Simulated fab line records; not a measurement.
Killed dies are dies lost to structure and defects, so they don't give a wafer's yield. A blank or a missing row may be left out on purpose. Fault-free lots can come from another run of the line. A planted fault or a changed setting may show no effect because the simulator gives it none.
What tool caused it? + flow n5-finfet + 8 lots with 24 wafers sampled at 6 steps, on a route of 1938 steps

== WHAT THE GAUGES READ, wafer by wafer ==
N5_BEOL_M4_OVL_MEAS_29.
| lot  | measured     | on         | V3_OVL (nm)    |
|------|--------------|------------|----------------|
| L273 | day 8 06:57  | overlay-01 | 0.8 1.4 0.8    |
| L276 | day 8 17:14  | overlay-02 | -0.6 0.2 0.1   |
| L277 | day 8 20:57  | overlay-02 | 1.0 0.9 0.5    |
| L281 | day 10 20:41 | overlay-01 | 11.7 11.9 11.3 |
| L285 | day 11 12:18 | overlay-01 | 11.3 11.1 12.3 |
| L287 | day 12 01:06 | overlay-02 | 0.9 0.3 1.6    |
| L293 | day 13 14:40 | overlay-02 | 0.4 -0.1 0.9   |
| L295 | day 14 01:50 | overlay-01 | 0.0 -0.1 0.5   |

N5_BEOL_M4_RC_MEAS_101.
| lot  | measured     | on        | DIBL_N (mV/V)  | DIBL_P (mV/V)  | IOFF_N (nA/um)    | IOFF_P (nA/um)    | ION_N (uA/um) | ION_P (uA/um) | SS_N (mV/dec)  | SS_P (mV/dec)  | VT_N (mV)         | VT_P (mV)            |
|------|--------------|-----------|----------------|----------------|-------------------|-------------------|---------------|---------------|----------------|----------------|-------------------|----------------------|
| L273 | day 8 18:44  | prober-01 | 35.9 35.3 34.9 | 36.2 35.8 36.1 | 0.177 0.163 0.159 | 0.208 0.198 0.204 | 682 679 676   | 458 459 464   | 71.3 71.8 70.8 | 73.9 73.7 73.1 | 246.9 248.9 248.7 | -250.4 -251.5 -252.7 |
| L276 | day 9 21:12  | prober-01 | 36.6 35.3 37.3 | 36.6 34.7 38.1 | 0.135 0.122 0.162 | 0.175 0.159 0.214 | 670 676 685   | 456 453 469   | 71.2 70.6 71.8 | 72.8 72.6 73.6 | 253.0 253.1 251.9 | -253.4 -254.0 -250.3 |
| L277 | day 9 16:45  | prober-01 | 36.4 37.3 35.5 | 35.8 37.5 35.5 | 0.154 0.167 0.135 | 0.200 0.220 0.189 | 679 662 666   | 463 460 463   | 72.0 71.9 71.7 | 73.5 74.8 72.9 | 249.3 248.3 249.8 | -250.5 -250.0 -253.4 |
| L281 | day 12 03:04 | prober-02 | 35.7 35.0 35.9 | 35.5 35.2 36.2 | 0.134 0.127 0.143 | 0.188 0.198 0.209 | 669 665 681   | 455 460 461   | 71.1 70.7 71.7 | 72.7 72.8 73.8 | 249.5 251.2 248.9 | -249.6 -248.8 -248.1 |
| L285 | day 12 10:53 | prober-02 | 36.3 36.9 38.0 | 33.9 34.5 36.4 | 0.147 0.148 0.184 | 0.227 0.227 0.275 | 669 678 692   | 472 467 477   | 71.5 71.1 71.6 | 72.4 73.4 73.6 | 248.6 251.3 247.6 | -244.2 -247.5 -243.5 |
| L287 | day 12 14:05 | prober-02 | 37.4 39.0 36.4 | 34.7 36.7 33.5 | 0.139 0.163 0.121 | 0.161 0.193 0.149 | 679 689 669   | 457 463 452   | 71.0 71.4 71.3 | 72.6 73.7 72.6 | 251.0 248.7 252.4 | -255.2 -253.3 -252.7 |
| L293 | day 14 01:35 | prober-02 | 35.1 35.0 35.1 | 35.8 36.8 36.6 | 0.128 0.132 0.138 | 0.167 0.175 0.171 | 669 668 672   | 455 454 456   | 71.1 71.7 71.8 | 73.3 73.4 73.2 | 255.3 253.2 252.9 | -254.2 -253.3 -257.5 |
| L295 | day 14 22:47 | prober-02 | 35.3 35.2 35.9 | 34.3 34.4 35.3 | 0.134 0.130 0.146 | 0.219 0.216 0.240 | 657 667 678   | 466 471 477   | 71.6 71.4 71.1 | 73.2 72.1 73.7 | 252.8 249.9 251.0 | -247.0 -247.9 -244.7 |

== WHAT TOOL EACH LOT RAN ON (gives the tool, then ch and the chambers of the sampled wafers, and finally the start) ==
| lot  | N5_BEOL_M4_ETCH_74                 | N5_BEOL_M4_EXPOSE_25              | N5_BEOL_M4_ETCHBACK_99             | N5_BEOL_M4_ETCH_70                 |
|------|------------------------------------|-----------------------------------|------------------------------------|------------------------------------|
| L273 | rie-diel-02 ch 0,2, day 8 06:07    | euv-scanner-01 ch 0, day 8 06:46  | rie-diel-02 ch 1,2, day 8 13:29    | rie-diel-02 ch 1,2, day 8 13:31    |
| L276 | rie-diel-02 ch 2,3, day 8 16:20    | euv-scanner-02 ch 0, day 8 17:03  | rie-diel-05 ch 1,2, day 9 16:02    | rie-diel-05 ch 1,2, day 9 16:04    |
| L277 | rie-diel-05 ch 0,3, day 8 20:04    | euv-scanner-01 ch 0, day 8 20:47  | rie-diel-02 ch 1,3, day 9 11:26    | rie-diel-02 ch 1,3, day 9 11:28    |
| L281 | rie-diel-05 ch 0,1,2, day 10 19:48 | euv-scanner-01 ch 0, day 10 20:30 | rie-diel-02 ch 0,1, day 11 22:33   | rie-diel-02 ch 0,1, day 11 22:35   |
| L285 | rie-diel-05 ch 1,2, day 11 11:22   | euv-scanner-01 ch 0, day 11 12:07 | rie-diel-04 ch 1,2,3, day 12 06:27 | rie-diel-04 ch 1,2,3, day 12 06:29 |
| L287 | rie-diel-05 ch 0,2, day 12 00:14   | euv-scanner-02 ch 0, day 12 00:55 | rie-diel-04 ch 0,2, day 12 09:44   | rie-diel-04 ch 0,2, day 12 09:47   |
| L293 | rie-diel-04 ch 0,1,3, day 13 13:43 | euv-scanner-02 ch 0, day 13 14:29 | rie-diel-02 ch 2,3, day 13 20:47   | rie-diel-02 ch 2,3, day 13 20:49   |
| L295 | rie-diel-02 ch 1,2,3, day 14 01:05 | euv-scanner-02 ch 0, day 14 01:40 | rie-diel-05 ch 0,2,3, day 14 17:12 | rie-diel-05 ch 0,2,3, day 14 17:14 |
- N5_BEOL_M4_ETCH_74: etches underlayer in N2/H2, target depth 6.5 nm, time 5.2 s.
- N5_BEOL_M4_EXPOSE_25: exposes mask V3, defocus 5 nm.
- N5_BEOL_M4_ETCHBACK_99: etches SiO2 in CHF3, target depth 5 nm, time 10.4 s.
- N5_BEOL_M4_ETCH_70: etches SOC in N2/H2, target depth 80 nm, overetch 24 nm, time 130 s.

== AS READ BY THE TOOLS THEMSELVES (means over the sampled wafers that have a number; for cases with no such wafer, the mark the record gives instead) ==
N5_BEOL_M4_ETCH_74.
| lot  | tool        | bias-w (W) | drypump-motor-current-A (A) | etch-rf-on-time-s (s) | h2-flow-sccm (sccm) | oes-product-au (a.u.) | rf-vpp-V (V) | showerhead-plenum-p-Torr (Torr) | throttle-valve-pct (%) |
|------|-------------|------------|-----------------------------|-----------------------|---------------------|-----------------------|--------------|---------------------------------|------------------------|
| L273 | rie-diel-02 | 149.3      | 5.7                         | 5.19                  | 199.6               | 0.67                  | 526          | 2.64                            | 17.77                  |
| L276 | rie-diel-02 | 149.7      | 6.1                         | 5.28                  | 199.6               | 0.60                  | 526          | 2.60                            | 17.90                  |
| L277 | rie-diel-05 | 150.3      | 5.8                         | 5.19                  | 200.0               | 0.63                  | 526          | 2.63                            | 17.84                  |
| L281 | rie-diel-05 | 150.2      | 5.6                         | 5.24                  | 200.7               | 0.67                  | 523          | 2.56                            | 17.83                  |
| L285 | rie-diel-05 | 150.2      | 5.7                         | 5.15                  | 200.1               | 0.70                  | 525          | 2.58                            | 17.82                  |
| L287 | rie-diel-05 | 150.3      | 5.7                         | 5.19                  | 200.3               | 0.70                  | 529          | 2.68                            | 17.71                  |
| L293 | rie-diel-04 | 150.0      | 6.2                         | 5.09                  | 200.0               | 0.72                  | 528          | 2.63                            | 17.64                  |
| L295 | rie-diel-02 | 149.7      | 5.9                         | 5.25                  | 200.2               | 0.67                  | 526          | 2.59                            | 17.81                  |

N5_BEOL_M4_ETCHBACK_99.
| lot  | tool        | CHF3_flow_sccm (sccm) | bias-w (W) | drypump-motor-current-A (A) | oes-product-au (a.u.) | rf-vpp-V (V) | showerhead-plenum-p-Torr (Torr) | throttle-valve-pct (%) |
|------|-------------|-----------------------|------------|-----------------------------|-----------------------|--------------|---------------------------------|------------------------|
| L273 | rie-diel-02 | 12.00                 | 46.90      | 6.1                         | 0.72                  | 243.1        | 2.17                            | 17.17                  |
| L276 | rie-diel-05 | 12.01                 | 46.98      | 5.5                         | 0.80                  | 242.0        | 2.09                            | 17.13                  |
| L277 | rie-diel-02 | 12.02                 | 46.85      | 5.8                         | 0.75                  | 242.2        | 2.23                            | 16.93                  |
| L281 | rie-diel-02 | 12.04                 | 47.08      | 5.4                         | 0.80                  | 241.3        | 2.27                            | 16.91                  |
| L285 | rie-diel-04 | 11.97                 | 46.96      | 6.1                         | 0.74                  | 239.1        | 2.08                            | 17.10                  |
| L287 | rie-diel-04 | 11.98                 | 47.04      | 6.2                         | 0.83                  | 241.1        | 2.14                            | 17.11                  |
| L293 | rie-diel-02 | 11.97                 | 46.93      | 6.1                         | 0.77                  | 240.7        | 2.17                            | 16.91                  |
| L295 | rie-diel-05 | 12.00                 | 46.93      | 5.9                         | 0.81                  | 242.1        | 2.23                            | 16.97                  |

N5_BEOL_M4_ETCH_70.
| lot  | tool        | bias-w (W) | drypump-motor-current-A (A) | h2-flow-sccm (sccm) | oes-product-au (a.u.) | rf-vpp-V (V) | showerhead-plenum-p-Torr (Torr) | throttle-valve-pct (%) |
|------|-------------|------------|-----------------------------|---------------------|-----------------------|--------------|---------------------------------|------------------------|
| L273 | rie-diel-02 | 150.4      | 6.1                         | 199.9               | 0.53                  | 524          | 2.57                            | 17.96                  |
| L276 | rie-diel-05 | 150.0      | 5.5                         | 200.0               | 0.59                  | 522          | 2.46                            | 17.88                  |
| L277 | rie-diel-02 | 150.1      | 5.8                         | 199.4               | 0.55                  | 526          | 2.64                            | 17.72                  |
| L281 | rie-diel-02 | 150.3      | 5.4                         | 199.4               | 0.59                  | 529          | 2.68                            | 17.64                  |
| L285 | rie-diel-04 | 150.0      | 6.1                         | 200.2               | 0.55                  | 521          | 2.45                            | 17.86                  |
| L287 | rie-diel-04 | 150.0      | 6.2                         | 200.0               | 0.61                  | 523          | 2.53                            | 17.87                  |
| L293 | rie-diel-02 | 150.1      | 6.1                         | 200.1               | 0.57                  | 525          | 2.58                            | 17.79                  |
| L295 | rie-diel-05 | 149.9      | 5.9                         | 200.4               | 0.59                  | 526          | 2.64                            | 17.72                  |

== THE ANSWER, worked out from the rows above alone ==
Rule: the lots themselves supply what counts as usual. Put in order of their means at a reading, lots are off if they are a third of the lots or fewer, leave a main group of 4 or more, and stand apart from it by a gap of 3 or more times the standard deviation of the main group's means; of several such gaps the widest counts. Not used: any main group whose means are identical at the precision the tables above print for the reading. Also off: a lot with no number at a reading for which 4 or more lots have one. Any other lot the step has rows for is counted as sound. Order of review: gauges by route order, followed by the tools' own readings, for which a lot's mean as printed above is used. The first step at which some lot is off is used, and at that step the reading that is off furthest; a lot without a number counts as furthest.
Off: L281, L285, at N5_BEOL_M4_OVL_MEAS_29 (V3_OVL). Main group: mean 0.5 nm, sd 0.41.
If a tool, at a process step before that reading, ran all the lots that are off and no sound lot after the first of them, it fits. The gauges at N5_BEOL_M4_OVL_MEAS_29 are tried like those tools. One fits: euv-scanner-01 at N5_BEOL_M4_EXPOSE_25. A fault onset in the window from L277 (day 8 20:47, its last sound lot) to L281 (day 10 20:30, its first lot off) fits.

== WHAT HAD BEEN PUT IN BY THE SIMULATOR ==
Scanner matching overlay: euv-scanner-01, from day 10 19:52 on, at N5_BEOL_M4_EXPOSE_25. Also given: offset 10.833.
Lots struck among those shown: L281, L285. The rule above reached the same finding.
